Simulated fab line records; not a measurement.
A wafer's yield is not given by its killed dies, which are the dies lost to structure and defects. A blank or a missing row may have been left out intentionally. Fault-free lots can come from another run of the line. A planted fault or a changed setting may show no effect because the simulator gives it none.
Matching of chambers    flow nand-harc    NHARC_A_CHANNEL_FILL_D1_ALD_25 on ald-hk-01 has 4 sister chambers
The step deposits SiOx, target thk 60 nm, pulse time 10 s, ald cycles 600. 14 wafers are shown with their chamber, then 7 later ones without.

## WAFERS, EACH WITH ITS CHAMBER
wafer   chamber  heater-power-w (W)  precursor-pulse-height-rel
L074.1  2        497                 1.001
L074.5  0        502                 0.981
L074.6  3        462                 0.971
L082.3  3        427                 1.001
L082.1  1        492                 1.046
L082.2  2        496                 0.987
L082.4  0        509                 0.994
L082.5  0        514                 1.016
L082.6  3        437                 1.003
L087.1  3        453                 0.995
L087.4  2        511                 0.994
L087.6  2        511                 0.996
L088.1  3        445                 0.984
L088.2  0        506                 0.997

SIGNATURES, as means of the wafers listed above
reading                     chamber 0  chamber 1  chamber 2  chamber 3  scatter within a chamber
heater-power-w              507.75     492.00     503.75     444.80     10.1
precursor-pulse-height-rel  0.99700    1.04600    0.99450    0.99080    0.012
Rule: distance of a wafer from a chamber = root of the sum over the readings of ((wafer's reading minus chamber's mean) / reading's scatter) squared. If the next closest chamber is less than 2 further off than the closest, the wafer can't be placed; otherwise it belongs to the closest. How the scatter is found: for the shown wafers, subtract from each reading the mean of its chamber, square and add these, divide the total by (wafers less chambers), then take the root.

## WAFERS WITH NO CHAMBER GIVEN
wafer   heater-power-w (W)  precursor-pulse-height-rel
L088.3  504                 1.030
L091.1  444                 0.985
L091.3  499                 0.991
L091.5  470                 1.020
L096.2  447                 1.040
L096.3  510                 1.003
L096.5  508                 0.994

## WHICH CHAMBER EACH ONE RAN IN
wafer   from the rows above                in truth
L088.3  can't be placed: 1 or 0 or 2       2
L091.1  3                                  3
L091.3  can't be placed: 2 or 0            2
L091.5  can't be placed: 1 or 3 or 2 or 0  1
L096.2  can't be placed: 3 or 1            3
L096.3  can't be placed: 0 or 2            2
L096.5  can't be placed: 0 or 2            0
Correct placement for 1 of the 7. These rows do not allow placing 6 (true chamber among the candidates in 6). Number placed wrongly: 0.
